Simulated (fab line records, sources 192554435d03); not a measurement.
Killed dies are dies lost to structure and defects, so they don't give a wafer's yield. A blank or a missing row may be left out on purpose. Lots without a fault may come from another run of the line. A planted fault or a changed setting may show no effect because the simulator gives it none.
fab line records | flow n5_finfet
record lots=7 wafers=39
route steps=1938 shown BEOL_M4@1070 BEOL_M6@1198 BEOL_M9@1401
start_h: hours from the record's first day to the start of the lot's first wafer shown | wait_h: hours since the lot's step before | " the same as in the row above | L1.1+2: a row that stands for several wafers | - no value, or no start given | * or withheld: withheld | < > ~ a bound
route shown NAME@n: a module of which the file shows steps, and the number in the route of the first | usual: mean/standard deviation of fault-free wafers | same: alike in all rows | chamber/n: place in a boat | sites: the reading at each site | _std_site: their standard deviation | _edge_site: outer sites' mean less inner sites' | radius_mm: how far each site lies from the wafer's centre | mask NAME#n: copy n | behind: the tool/chamber that last shaped the wafer | hold: why the lot was held/for how many hours/how that ended | device: the transistor (n, p or np) that didn't switch | end of line: the same wafers' tests at the end of the route | a step without rows: its recipe alone | killed: dies lost to structure and defects at the first sort, not the wafer's yield | map: a wafer's dies, x killed, . not, _ none there
set.NAME: the setting as run; set.NAME@STEP: as run at that earlier step | model.NAME: the simulator's own value behind a step, which no gauge read
lots whose settings were changed on purpose; a table a step, a row a wafer
## steps
# step N5_BEOL_M4_TRENCH_ETCH_37
# recipe chemistry=C4F6/O2 target_depth_a=555.55 target=SiOC time_s=29.2 ion_energy_ev=250 pressure_mtorr=30 source_w=355 bias_w=185 Ar_flow_sccm=300 C4F6_flow_sccm=10 O2_flow_sccm=10
# columns lot.wafer tool chamber start_h wait_h set.target_depth_a model.BEOL_M4.feature_depth_nm model.etch.depth_nm model.TiN_of_BEOL_M4_HM_DEP_02.thk_nm
L079.1 rie_diel-04 3 - - 370.9 36.6 36.61 18.6
L079.2 " 0 " " 555.55 55.6 55.7 17.6
L079.3 " 2 " " 370.9 37.8 37.81 18.4
L079.4 " 1 " " 555.55 56 55.91 17.4
L079.5 " 1 " " 370.9 37.4 37.47 18.4
L079.6 " 0 " " 555.55 56.2 56.12 17.8
L082.1 rie_diel-03 2 - - 306.7 30.2 30.18 18.6
L082.2 " 0 " " 555.55 53.6 53.55 17.4
L082.3 " 1 " " 555.55 54.6 54.54 17.4
L082.4 " 3 " " 306.7 32.4 32.42 18.2
L082.5 " 1 " " 555.55 54.4 54.44 17.4
L082.6 " 0 " " 306.7 29.8 29.85 18.6
L083.1 rie_diel-04 3 - - 333.2 33 33.1 18.8
L083.2 " 1 " " 555.55 56.6 56.56 17.2
L083.3 " 0 " " 555.55 56 56.06 17.4
L083.4 " 1 " " 333.2 33.6 33.63 18.2
L083.5 " 0 " " 555.55 56.8 56.8 17.8
L083.6 " 3 " " 333.2 33 33 18.6
L084.1 rie_diel-05 3 - - 461.6 45.2 45.26 18
L084.2 " 0 " " 461.6 45.4 45.36 18
L084.3 " 1 " " 555.55 56.8 56.78 17.8
L084.4 " 2 " " 555.55 53.6 53.54 18
L084.5 " 0 " " 555.55 54.2 54.23 18
L084.6 " 3 " " 461.6 45.2 45.23 18.2
L092.1 rie_diel-03 1 - - 555.55 55.4 55.49 17.6
L092.2 " 0 " " 379 37.2 37.18 18.8
L092.3 " 3 " " 555.55 58.2 58.25 17.4
L092.4 " 2 " " 555.55 57.4 57.36 17.4
L092.5 " 2 " " 379 39 39.09 18.4
L092.6 " 3 " " 379 39.8 39.87 18.2
L096.2 rie_diel-04 0 - - 555.55 56.8 56.73 17.2
L096.3 " 2 " " 555.55 56.8 56.83 17.2
L096.6 " 0 " " 555.55 56.2 56.21 17.2
L097.1 rie_diel-04 0 - - 707.2 71.8 71.71 16.6
L097.2 " 2 " " 555.55 55.8 55.81 17.6
L097.3 " 3 " " 707.2 71 70.99 16.6
L097.4 " 1 " " 707.2 70.8 70.84 16.6
L097.5 " 3 " " 555.55 56.2 56.11 17.6
L097.6 " 0 " " 555.55 56.2 56.12 17.2
# step N5_BEOL_M4_ETCH_41
# recipe chemistry=CH3F/O2 target=SiCN target_depth_a=299 taper_deg=2 time_s=52.5 ion_energy_ev=120 mask_material=TiN pressure_mtorr=30 source_w=395 bias_w=75 Ar_flow_sccm=150 CH3F_flow_sccm=30 O2_flow_sccm=20
# step N5_BEOL_M4_STRIP_97
# recipe chemistry=N2/H2 time_s=10 power_w=450 temp_c=40 pressure_mtorr=20 rf_frequency_hz=6e+07 bias_power_w=7 n2_flow_sccm=200 h2_flow_sccm=200
# step N5_BEOL_M4_OCD_MEAS_38
# usual trench_depth_nm=55.8/1.6
# columns lot.wafer tool chamber start_h wait_h set.target_depth_a@BEOL_M4_TRENCH_ETCH_37 trench_depth_nm
L079.1 ocd-02 - 187.11 - 370.9 37.0
L079.2 " - " " 555.55 55.8
L079.3 " - " " 370.9 37.9
L079.4 " - " " 555.55 55.6
L079.5 " - " " 370.9 37.5
L079.6 " - " " 555.55 55.7
L082.1 ocd-01 - 207.67 - 306.7 30.4
L082.2 " - " " 555.55 53.1
L082.3 " - " " 555.55 54.3
L082.4 " - " " 306.7 32.4
L082.5 " - " " 555.55 54.5
L082.6 " - " " 306.7 30.2
L083.1 ocd-02 - 207.79 - 333.2 32.9
L083.2 " - " " 555.55 56.6
L083.3 " - " " 555.55 56.2
L083.4 " - " " 333.2 33.9
L083.5 " - " " 555.55 56.5
L083.6 " - " " 333.2 33.5
L084.1 ocd-02 - 225.20 - 461.6 45.6
L084.2 " - " " 461.6 45.5
L084.3 " - " " 555.55 57.4
L084.4 " - " " 555.55 53.2
L084.5 " - " " 555.55 54.6
L084.6 " - " " 461.6 45.3
L092.1 ocd-01 - 268.58 - 555.55 55.5
L092.2 " - " " 379 37.6
L092.3 " - " " 555.55 58.6
L092.4 " - " " 555.55 57.2
L092.5 " - " " 379 39.2
L092.6 " - " " 379 39.7
L096.2 ocd-01 - 296.62 - 555.55 56.7
L096.3 " - " " 555.55 56.3
L096.6 " - " " 555.55 56.1
L097.1 ocd-01 - 307.27 - 707.2 71.5
L097.2 " - " " 555.55 55.7
L097.3 " - " " 707.2 70.8
L097.4 " - " " 707.2 70.4
L097.5 " - " " 555.55 56.4
L097.6 " - " " 555.55 55.9
# step N5_BEOL_M4_HM_STRIP_39
# recipe chemistry=peroxide_tin_strip material=TiN target_depth_a=250 temp_c=50 time_s=158
# step N5_BEOL_M4_SRD_40
# recipe time_s=30 temp_c=23 rinse_liquid=diw dry=ipa_marangoni
# step N5_BEOL_M4_ECD_50
# recipe material=Cu target_thk_a=3000
# step N5_BEOL_M4_ANNEAL_51
# recipe temp_c=225 time_s=90 ambient=N2
# step N5_BEOL_M4_CMP_52
# recipe stop_on=SiOC t_overpolish_s=6.8 down_force_psi=1 platen_rpm=50 clearing_platen_down_force_psi=1.5 clearing_platen_rpm=50 post_cmp_clean=cu_alkaline target_thk_nm=40 clearing_platen_pad_velocity_m_s=0.99484 pad_velocity_m_s=0.99484
# columns lot.wafer tool chamber start_h wait_h set.target_depth_a@BEOL_M4_TRENCH_ETCH_37 model.Cu_of_BEOL_M4_ECD_50.thk_nm
L079.1 cmp-01 0 191.96 0.3 370.9 19.4
L079.4 " 1 " " 555.55 39
L079.3 " 2 " " 370.9 20.8
L079.2 " 3 " " 555.55 38.8
L079.5 " 0 " " 370.9 19.8
L079.6 " 1 " " 555.55 40.2
L082.3 cmp-01 2 211.74 0.2 555.55 36.6
L082.2 " 3 " " 555.55 39
L082.1 " 0 " " 306.7 12.6
L082.4 " 1 " " 306.7 16
L082.6 " 2 " " 306.7 13.6
L082.5 " 3 " " 555.55 38.8
L083.1 cmp-01 0 215.65 0.3 333.2 14
L083.2 " 1 " " 555.55 39.2
L083.3 " 2 " " 555.55 38.8
L083.4 " 3 " " 333.2 17.2
L083.6 " 0 " " 333.2 14.8
L083.5 " 1 " " 555.55 40.8
L084.2 cmp-01 2 228.63 0.2 461.6 28.2
L084.3 " 3 " " 555.55 41.8
L084.4 " 0 " " 555.55 35.6
L084.1 " 1 " " 461.6 29
L084.6 " 2 " " 461.6 27.8
L084.5 " 3 " " 555.55 38.4
L092.3 cmp-03 1 272.11 0.2 555.55 44.4
L092.4 " 2 " " 555.55 41.2
L092.1 " 3 " " 555.55 38.4
L092.2 " 0 " " 379 21.8
L092.6 " 1 " " 379 26.6
L092.5 " 2 " " 379 24.2
L096.2 cmp-01 2 300.20 0.3 555.55 42.2
L096.3 " 3 " " 555.55 43.8
L096.6 " 2 " " 555.55 41.8
L097.2+5 cmp-03 3 310.70 0.2 555.55 39.8
L097.1 " 0 " " 707.2 56.8
L097.4 " 1 " " 707.2 59
L097.3 " 2 " " 707.2 55
L097.6 " 0 " " 555.55 41.4
# step N5_BEOL_M4_THK_MEAS_53
# recipe thk_meas_gauge=xrf reads=Cu_of_BEOL_M4_ECD_50
# usual M4_THK=41.4/2.4
# columns lot.wafer tool chamber start_h wait_h set.target_depth_a@BEOL_M4_TRENCH_ETCH_37 M4_THK[nm]
L079.1 film_metro-01 - 192.26 - 370.9 19.9
L079.2 " - " " 555.55 39.4
L079.3 " - " " 370.9 21.3
L079.4 " - " " 555.55 39.6
L079.5 " - " " 370.9 20.3
L079.6 " - " " 555.55 41.0
L082.1 film_metro-02 - 212.04 - 306.7 13.0
L082.2 " - " " 555.55 40.4
L082.3 " - " " 555.55 37.9
L082.4 " - " " 306.7 16.5
L082.5 " - " " 555.55 40.2
L082.6 " - " " 306.7 14.1
L083.1 film_metro-01 - 215.95 - 333.2 14.4
L083.2 " - " " 555.55 40.3
L083.3 " - " " 555.55 39.7
L083.4 " - " " 333.2 17.6
L083.5 " - " " 555.55 42.0
L083.6 " - " " 333.2 15.1
L084.1 film_metro-02 - 228.92 - 461.6 29.7
L084.2 " - " " 461.6 29.0
L084.3 " - " " 555.55 42.8
L084.4 " - " " 555.55 36.5
L084.5 " - " " 555.55 39.4
L084.6 " - " " 461.6 28.4
L092.1 film_metro-02 - 272.40 - 555.55 39.3
L092.2 " - " " 379 22.1
L092.3 " - " " 555.55 45.1
L092.4 " - " " 555.55 42.0
L092.5 " - " " 379 24.8
L092.6 " - " " 379 27.2
L096.2 film_metro-02 - 300.46 - 555.55 43.0
L096.3 " - " " 555.55 44.7
L096.6 " - " " 555.55 42.7
L097.1 film_metro-01 - 310.99 - 707.2 58.5
L097.2 " - " " 555.55 40.7
L097.3 " - " " 707.2 56.6
L097.4 " - " " 707.2 60.8
L097.5 " - " " 555.55 40.8
L097.6 " - " " 555.55 42.4
# step N5_BEOL_M4_PRE_CLEAN_60
# recipe gas=NH3/H2 time_s=15 temp_c=* rf_power_w=300
# step N5_BEOL_M4_CO_CAP_55
# recipe material=Co target_thk_a=20 temp_c=200 precursor=CCTBA/H2 pressure_torr=30 time_s=102.1
# step N5_BEOL_M4_PRE_CLEAN_56
# recipe gas=NH3 time_s=15 temp_c=withheld rf_power_w=300
# step N5_BEOL_M4_DEP_57
# recipe material=SiCN target_thk_a=80 temp_c=withheld precursor=3MS/NH3 pressure_torr=3 rf_w=202 time_s=14
# step N5_BEOL_M4_RS_MEAS_58
# recipe thk_meas_gauge=four-point-probe reads=Co_of_BEOL_M4_CO_CAP_55+Cu_of_BEOL_M4_ECD_50+Co_of_BEOL_M4_CVD_47+TaN_of_BEOL_M4_ALD_84
# usual M4_RS=0.66/0.049
# columns lot.wafer tool chamber start_h wait_h set.target_depth_a@BEOL_M4_TRENCH_ETCH_37 M4_RS[ohm/sq]
L079.1 film_metro-01 - 192.52 0.0 370.9 1.76
L079.2 " - " " 555.55 0.69
L079.3 " - " " 370.9 1.61
L079.4 " - " " 555.55 0.69
L079.5 " - " " 370.9 1.72
L079.6 " - " " 555.55 0.66
L082.1 film_metro-01 - 212.30 0.0 306.7 3.26
L082.2 " - " " 555.55 0.69
L082.3 " - " " 555.55 0.75
L082.4 " - " " 306.7 2.34
L082.5 " - " " 555.55 0.69
L082.6 " - " " 306.7 2.93
L083.1 film_metro-01 - 216.21 0.0 333.2 2.81
L083.2 " - " " 555.55 0.69
L083.3 " - " " 555.55 0.70
L083.4 " - " " 333.2 2.09
L083.5 " - " " 555.55 0.65
L083.6 " - " " 333.2 2.61
L084.1 film_metro-02 - 229.18 0.0 461.6 1.02
L084.2 " - " " 461.6 1.05
L084.3 " - " " 555.55 0.63
L084.4 " - " " 555.55 0.78
L084.5 " - " " 555.55 0.70
L084.6 " - " " 461.6 1.08
L092.1 film_metro-02 - 272.70 0.1 555.55 0.70
L092.2 " - " " 379 1.51
L092.3 " - " " 555.55 0.58
L092.4 " - " " 555.55 0.64
L092.5 " - " " 379 1.30
L092.6 " - " " 379 1.15
L096.2 film_metro-02 - 300.72 0.1 555.55 0.63
L096.3 " - " " 555.55 0.60
L096.6 " - " " 555.55 0.63
L097.1 film_metro-01 - 311.25 0.0 707.2 0.43
L097.2 " - " " 555.55 0.67
L097.3 " - " " 707.2 0.45
L097.4 " - " " 707.2 0.41
L097.5 " - " " 555.55 0.67
L097.6 " - " " 555.55 0.64
# step N5_BEOL_M6_HM_DEP_02
# recipe material=TiN target_thk_a=200 temp_c=25 chamber_pressure_pa=0.49996
# columns lot.wafer tool chamber start_h wait_h set.target_thk_a model.TiN_of_BEOL_M6_HM_DEP_02.thk_nm
L079.1+3 pvd_sputter-03 - 207.45 1.1 200 20.2
L079.2+6 " - " " 200 20
L079.4 " - " " 200 20.6
L079.5 " - " " 200 20.4
L082.1 pvd_sputter-03 - 225.43 0.2 200 19.8
L082.2 " - " " 200 20.2
L082.3+5 " - " " 270.3 27.4
L082.4 " - " " 270.3 27
L082.6 " - " " 200 20
L083.1 pvd_sputter-01 - 228.91 0.8 200 20.2
L083.2+3 " - " " 200 20
L083.4+5 " - " " 200 19.8
L083.6 " - " " 200 20.4
L084.1 pvd_sputter-03 - 242.34 1.1 200 20
L084.2 " - " " 86.97 8.4
L084.3 " - " " 86.97 8.8
L084.4 " - " " 200 19.8
L084.5 " - " " 86.97 8.6
L084.6 " - " " 200 20.2
L092.1 pvd_sputter-02 - 288.84 1.4 237.9 24
L092.2+4+5 " - " " 200 20
L092.3+6 " - " " 237.9 23.8
L096.2+6 pvd_sputter-01 - 315.24 1.8 200 20.4
L096.3 " - " " 200 20.2
L097.1+2+5+6 pvd_sputter-01 - 325.71 1.8 200 20
L097.3+4 " - " " 200 20.2
# step N5_BEOL_M6_COAT_59
# recipe resist=SOC temp_c=250 time_s=60 spin_rpm=1500 resist_thk_nm=100
# step N5_BEOL_M6_COAT_60
# recipe resist=SiARC temp_c=220 time_s=60 spin_rpm=1500 resist_thk_nm=35
# step N5_BEOL_M6_STRIP_68
# recipe chemistry=N2/H2 temp_c=40 n2_flow_sccm=200 h2_flow_sccm=200 rf_frequency_hz=6e+07
# step N5_BEOL_M6_STRIP_67
# recipe chemistry=CF4 resist=SiARC power_w=300 bias_power_w=75 pressure_mtorr=50 cf4_flow_sccm=150 rf_frequency_hz=6e+07
# step N5_BEOL_M6_HM_OPEN_17
# recipe chemistry=Cl2/BCl3 target_depth_a=200 overetch_a=60 target=TiN mask_material=SOC ion_energy_ev=150 pressure_mtorr=10 icp_w=1000 bias_w=126 Cl2_flow_sccm=53.25 bcl3_flow_sccm=21.75 Ar_flow_sccm=25
# columns lot.wafer tool chamber start_h wait_h set.target_thk_a@BEOL_M6_HM_DEP_02 model.etch.depth_nm
L079.1 rie_metal-01 1 208.35 0.0 200 20.29
L079.2 " 0 " " 200 20.04
L079.3 " 0 " " 200 20.14
L079.4 " 1 " " 200 20.53
L079.5 " 1 " " 200 20.46
L079.6 " 0 " " 200 19.97
L082.1 rie_metal-02 1 226.28 0.0 200 19.82
L082.2 " 1 " " 200 20.14
L082.3 " 1 " " 270.3 24.67
L082.4 " 1 " " 270.3 24.89
L082.5 " 1 " " 270.3 24.88
L082.6 " 1 " " 200 20
L083.1 rie_metal-02 1 229.81 0.0 200 20.15
L083.2 " 1 " " 200 20.06
L083.3 " 1 " " 200 19.98
L083.4 " 1 " " 200 19.86
L083.5 " 1 " " 200 19.74
L083.6 " 1 " " 200 20.34
L084.1 rie_metal-01 0 243.32 0.0 200 20.1
L084.2 " 1 " " 86.97 8.43
L084.3 " 1 " " 86.97 8.72
L084.4 " 0 " " 200 19.79
L084.5 " 1 " " 86.97 8.641
L084.6 " 0 " " 200 20.19
L092.1 rie_metal-02 1 289.71 0.0 237.9 24.07
L092.2 " 0 " " 200 20.06
L092.3 " 0 " " 237.9 23.82
L092.4 " 1 " " 200 20.01
L092.5 " 1 " " 200 19.95
L092.6 " 0 " " 237.9 23.81
L096.2 rie_metal-02 1 315.99 0.0 200 20.42
L096.3 " 0 " " 200 20.23
L096.6 " 1 " " 200 20.4
L097.1+5 rie_metal-01 1,0 326.73 0.0 200 19.91
L097.2 " 0 " " 200 20.05
L097.3 " 1 " " 200 20.14
L097.4 " 0 " " 200 20.19
L097.6 " 1 " " 200 20.02
# step N5_BEOL_M9_ILD_DEP_00
# recipe material=SiCOH_lowk target_thk_a=3085.1 temp_c=300 precursor=DEMS/porogen pressure_torr=5 rf_w=500 time_s=58
# columns lot.wafer tool chamber start_h wait_h set.target_thk_a model.SiCOH_lowk_of_BEOL_M9_ILD_DEP_00.thk_nm
L079.1 pecvd-04 1 226.47 0.0 3085.1 300.6
L079.2 " 0 " " 2474 243
L079.3 " 1 " " 2474 250
L079.4 " 0 " " 2474 246.6
L079.5 " 0 " " 3085.1 310.2
L079.6 " 1 " " 3085.1 309.4
L082.1 pecvd-03 1 244.04 0.0 3085.1 300.8
L082.2 " 0 " " 2367 228.6
L082.3 " 2 " " 2367 232.2
L082.4 " 1 " " 2367 237.6
L082.5 " 0 " " 3085.1 310.4
L082.6 " 2 " " 3085.1 306
L083.1 pecvd-03 0 248.28 0.0 3085.1 306.6
L083.2 " 1 " " 3085.1 301.2
L083.3 " 2 " " 3085.1 307.4
L083.4 " 2 " " 3085.1 312
L083.5 " 1 " " 3085.1 304.8
L083.6 " 0 " " 3085.1 310.4
L084.1 pecvd-02 1 269.01 0.0 3085.1 307.2
L084.2 " 0 " " 2295 238
L084.3 " 2 " " 2295 232
L084.4 " 0 " " 2295 240
L084.5 " 1 " " 3085.1 306.8
L084.6 " 2 " " 3085.1 314.2
L092.1 pecvd-02 2 308.32 0.0 1497 144.8
L092.2 " 1 " " 1497 151.6
L092.3 " 0 " " 3085.1 309.4
L092.4 " 1 " " 3085.1 314.2
L092.5 " 2 " " 3085.1 311.2
L092.6 " 0 " " 1497 155.6
L096.2 pecvd-04 2 338.37 0.0 3085.1 304.6
L096.3 " 0 " " 3085.1 303.2
L096.6 " 1 " " 3085.1 306.4
L097.1 pecvd-04 1 352.37 0.0 1268 127
L097.2 " 0 " " 1268 127.2
L097.3 " 2 " " 3085.1 309
L097.4 " 1 " " 1268 128
L097.5 " 2 " " 3085.1 315
L097.6 " 0 " " 3085.1 311.8
# step N5_BEOL_M9_CURE_71
# recipe temp_c=385 time_s=240 ambient=He/Ar material=SiCOH_lowk
# columns lot.wafer tool chamber start_h wait_h set.target_thk_a@BEOL_M9_ILD_DEP_00 model.SiCOH_lowk_of_BEOL_M9_ILD_DEP_00.thk_nm
L079.1 uv_cure-01 2 226.57 0.1 3085.1 261
L079.2 " 2 " " 2474 210.2
L079.3 " 2 " " 2474 216.4
L079.4 " 2 " " 2474 213.4
L079.5 " 2 " " 3085.1 269.6
L079.6 " 2 " " 3085.1 268.8
L082.1 uv_cure-02 2 244.41 0.3 3085.1 261.2
L082.2 " 2 " " 2367 197.6
L082.3 " 2 " " 2367 200.8
L082.4 " 2 " " 2367 205.6
L082.5 " 2 " " 3085.1 269.8
L082.6 " 2 " " 3085.1 265.8
L083.1 uv_cure-02 2 248.36 0.0 3085.1 266.2
L083.2 " 2 " " 3085.1 261.6
L083.3 " 2 " " 3085.1 267
L083.4 " 2 " " 3085.1 271.2
L083.5 " 2 " " 3085.1 264.6
L083.6 " 2 " " 3085.1 269.8
L084.1 uv_cure-03 1 269.09 0.0 3085.1 266.8
L084.2 " 1 " " 2295 205.8
L084.3 " 1 " " 2295 200.8
L084.4 " 1 " " 2295 207.6
L084.5 " 1 " " 3085.1 266.4
L084.6 " 1 " " 3085.1 273
L092.1 uv_cure-01 2 308.39 0.0 1497 124.6
L092.2 " 2 " " 1497 130.6
L092.3 " 2 " " 3085.1 268.8
L092.4 " 2 " " 3085.1 273
L092.5 " 2 " " 3085.1 270.4
L092.6 " 2 " " 1497 134
L096.2 uv_cure-01 2 338.52 0.1 3085.1 264.6
L096.3 " 2 " " 3085.1 263.2
L096.6 " 2 " " 3085.1 266.2
L097.1 uv_cure-02 1 352.45 0.0 1268 109.2
L097.2 " 1 " " 1268 109.4
L097.3 " 1 " " 3085.1 268.4
L097.4 " 1 " " 1268 110.2
L097.5 " 1 " " 3085.1 273.8
L097.6 " 1 " " 3085.1 271
# step N5_BEOL_M9_THK_MEAS_01
# recipe reads=SiCOH_lowk_of_BEOL_M9_ILD_DEP_00
# usual M9_ILD_THK=267/3.8
# columns lot.wafer tool chamber start_h wait_h set.target_thk_a@BEOL_M9_ILD_DEP_00 M9_ILD_THK[nm]
L079.1 film_metro-02 - 227.09 0.4 3085.1 261
L079.2 " - " " 2474 210
L079.3 " - " " 2474 216
L079.4 " - " " 2474 213
L079.5 " - " " 3085.1 269
L079.6 " - " " 3085.1 269
L082.1 film_metro-01 - 244.93 0.4 3085.1 261
L082.2 " - " " 2367 198
L082.3 " - " " 2367 201
L082.4 " - " " 2367 206
L082.5 " - " " 3085.1 270
L082.6 " - " " 3085.1 266
L083.1 film_metro-02 - 248.88 0.4 3085.1 266
L083.2 " - " " 3085.1 262
L083.3 " - " " 3085.1 267
L083.4 " - " " 3085.1 271
L083.5 " - " " 3085.1 265
L083.6 " - " " 3085.1 270
L084.1 film_metro-01 - 269.60 0.4 3085.1 267
L084.2 " - " " 2295 206
L084.3 " - " " 2295 201
L084.4 " - " " 2295 208
L084.5 " - " " 3085.1 267
L084.6 " - " " 3085.1 273
L092.1 film_metro-02 - 308.91 0.4 1497 125
L092.2 " - " " 1497 131
L092.3 " - " " 3085.1 269
L092.4 " - " " 3085.1 273
L092.5 " - " " 3085.1 271
L092.6 " - " " 1497 134
L096.2 film_metro-01 - 338.96 0.4 3085.1 264
L096.3 " - " " 3085.1 263
L096.6 " - " " 3085.1 266
L097.1 film_metro-02 - 352.96 0.4 1268 109
L097.2 " - " " 1268 109
L097.3 " - " " 3085.1 268
L097.4 " - " " 1268 110
L097.5 " - " " 3085.1 274
L097.6 " - " " 3085.1 271
## key
split step=N5_BEOL_M4_TRENCH_ETCH_37 setting=target_depth_a stated=555.55 by=wafer
response step=N5_BEOL_M4_TRENCH_ETCH_37 reading=model.BEOL_M4.feature_depth_nm change=+0.556 per=1% r=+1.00
response step=N5_BEOL_M4_TRENCH_ETCH_37 reading=model.etch.depth_nm change=+0.556 per=1% r=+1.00
response step=N5_BEOL_M4_TRENCH_ETCH_37 reading=model.TiN_of_BEOL_M4_HM_DEP_02.thk_nm change=-0.0262 per=1% r=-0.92
response step=N5_BEOL_M4_OCD_MEAS_38 reading=trench_depth_nm change=+0.548 per=1% r=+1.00
response step=N5_BEOL_M4_CMP_52 reading=model.Cu_of_BEOL_M4_ECD_50.thk_nm change=+0.572 per=1% r=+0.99
response step=N5_BEOL_M4_THK_MEAS_53 reading=M4_THK change=+0.588 per=1% r=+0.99
response step=N5_BEOL_M4_RS_MEAS_58 reading=M4_RS change=-0.0349 per=1% r=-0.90
split step=N5_BEOL_M6_HM_DEP_02 setting=target_thk_a stated=200 by=wafer
response step=N5_BEOL_M6_HM_DEP_02 reading=model.TiN_of_BEOL_M6_HM_DEP_02.thk_nm change=+0.203 per=1% r=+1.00
response step=N5_BEOL_M6_HM_OPEN_17 reading=model.etch.depth_nm change=+0.186 per=1% r=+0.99
split step=N5_BEOL_M9_ILD_DEP_00 setting=target_thk_a stated=3085.1 by=wafer
response step=N5_BEOL_M9_ILD_DEP_00 reading=model.SiCOH_lowk_of_BEOL_M9_ILD_DEP_00.thk_nm change=+3.1 per=1% r=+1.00
response step=N5_BEOL_M9_CURE_71 reading=model.SiCOH_lowk_of_BEOL_M9_ILD_DEP_00.thk_nm change=+2.72 per=1% r=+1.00
response step=N5_BEOL_M9_THK_MEAS_01 reading=M9_ILD_THK change=+2.72 per=1% r=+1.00
